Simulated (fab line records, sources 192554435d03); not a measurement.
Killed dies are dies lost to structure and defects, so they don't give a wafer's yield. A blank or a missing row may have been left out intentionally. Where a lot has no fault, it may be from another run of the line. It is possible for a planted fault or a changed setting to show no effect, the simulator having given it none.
Split-lot study	flow n5-finfet	7 lots, 21 wafers read, on a route of 1938 steps

ABOUT THE SPLIT
At N5_HKMG_FIN_ETCH_58 (etches SOC in N2/H2, target depth 215.8 nm, time 741 s), the setting source-w was moved away from the recipe's 875 W on 9 of the 21 wafers read, by -12.2% to -4.9%. For the rest of the wafers, this setting stayed at what the recipe calls for.

The split's own step is where the reading is taken.

THE READING
rf-vpp-V, in V, at N5_HKMG_FIN_ETCH_58 (etches SOC in N2/H2, target depth 215.8 nm, time 741 s). Typical for fault-free wafers on this fab line: 99.3 V, with standard deviation 0.85 V.

wafer	tool, chamber at the split	source-w as run, W	against the recipe	rf-vpp-V, V	against lot-mates on the recipe
L075.1	rie-diel-04, 3	828.6	-5.3%	102.2	+3.8
L075.2	rie-diel-04, 1	828.6	-5.3%	101.5	+3.1
L075.6	rie-diel-04, 2	875	recipe	98.4	-
L076.1	rie-diel-04, 3	832	-4.9%	101.2	no lot-mate on the recipe
L076.3	rie-diel-04, 1	832	-4.9%	102.3	no lot-mate on the recipe
L076.5	rie-diel-04, 0	832	-4.9%	101.8	no lot-mate on the recipe
L080.2	rie-diel-04, 3	791.3	-9.6%	102.7	+3.7
L080.3	rie-diel-04, 2	875	recipe	98.6	-
L080.4	rie-diel-04, 1	875	recipe	99.4	-
L083.3	rie-diel-05, 1	875	recipe	99.6	-
L083.4	rie-diel-05, 2	875	recipe	99.0	-
L083.5	rie-diel-05, 2	875	recipe	99.0	-
L084.1	rie-diel-03, 1	875	recipe	98.1	-
L084.2	rie-diel-03, 3	767.9	-12.2%	103.8	+4.9
L084.5	rie-diel-03, 1	875	recipe	99.7	-
L092.3	rie-diel-05, 2	875	recipe	100.3	-
L092.4	rie-diel-05, 3	875	recipe	97.6	-
L092.5	rie-diel-05, 1	875	recipe	99.4	-
L094.1	rie-diel-03, 1	875	recipe	99.4	-
L094.4	rie-diel-03, 2	785.5	-10.2%	103.0	+3.6
L094.5	rie-diel-03, 1	785.5	-10.2%	101.7	+2.3

THE FIT
A straight line over all 21 wafers: rf-vpp-V changes by -0.382 V for each +1% of source-w; r = -0.90; the points scatter about the line by 0.78 V.
The same after taking each lot's own level away (the mean of its wafers on the recipe; 18 wafers): -0.368 V for each +1%; r = -0.89; scatter 0.88 V.
Per that fit: largest source-w move, reading shift of 4.5 V.
Measured against the standard deviation above, the lots' own levels, which go from 98.40 to 99.40 V, span 1.2 times it.
The two slopes are in agreement: the lot-to-lot level therefore moves the slope only a little.
Check: +4.49 V against its lot-mates is what the line predicts for one of the wafers moved furthest among these (-12.2%) when that wafer is left out of the fit. It came out at +4.9 V against them.
Tool readings at the split's step, against how far the setting was moved: rf-vpp-V r = -0.90.

ADDITIONAL SPLITS CARRIED BY THESE WAFERS
Other splits were also applied to these wafers ahead of the reading. Each is held against what the fit with the lots' levels taken away leaves over:
other split on the same wafers	wafers away from the commonest value	r with rf-vpp-V (lot level and that fit taken away)
N5_SDB_COAT_05 spin-rpm	7	-0.18
N5_HKMG_FIN_ETCH_55 time-s	4	+0.01

THE WHOLE CHAIN: every reading that the file lists as answering this split, in the file's order
step	what it does	reading	change (the file's fit)	r (the file's)
N5_HKMG_FIN_ETCH_58	etches SOC in N2/H2, target depth 215.8 nm, time 741 s	rf-vpp-V	-0.384 V for each +1% of the setting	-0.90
N5_HKMG_FIN_ETCH_58	etches SOC in N2/H2, target depth 215.8 nm, time 741 s	HKMG_FIN.feature-depth-nm (the simulator's own value, which no gauge read)	+1.94 nm for each +1% of the setting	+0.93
N5_HKMG_FIN_ETCH_58	etches SOC in N2/H2, target depth 215.8 nm, time 741 s	etch.depth-nm (the simulator's own value, which no gauge read)	+1.94 nm for each +1% of the setting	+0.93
N5_HKMG_FIN_ETCH_58	etches SOC in N2/H2, target depth 215.8 nm, time 741 s	SOC_of_HKMG_FIN_COAT_41.thk-nm (the simulator's own value, which no gauge read)	-1.94 nm for each +1% of the setting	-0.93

THE FILE'S OWN FIT
rf-vpp-V changes by -0.384 V for each +1% of source-w, r = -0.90.
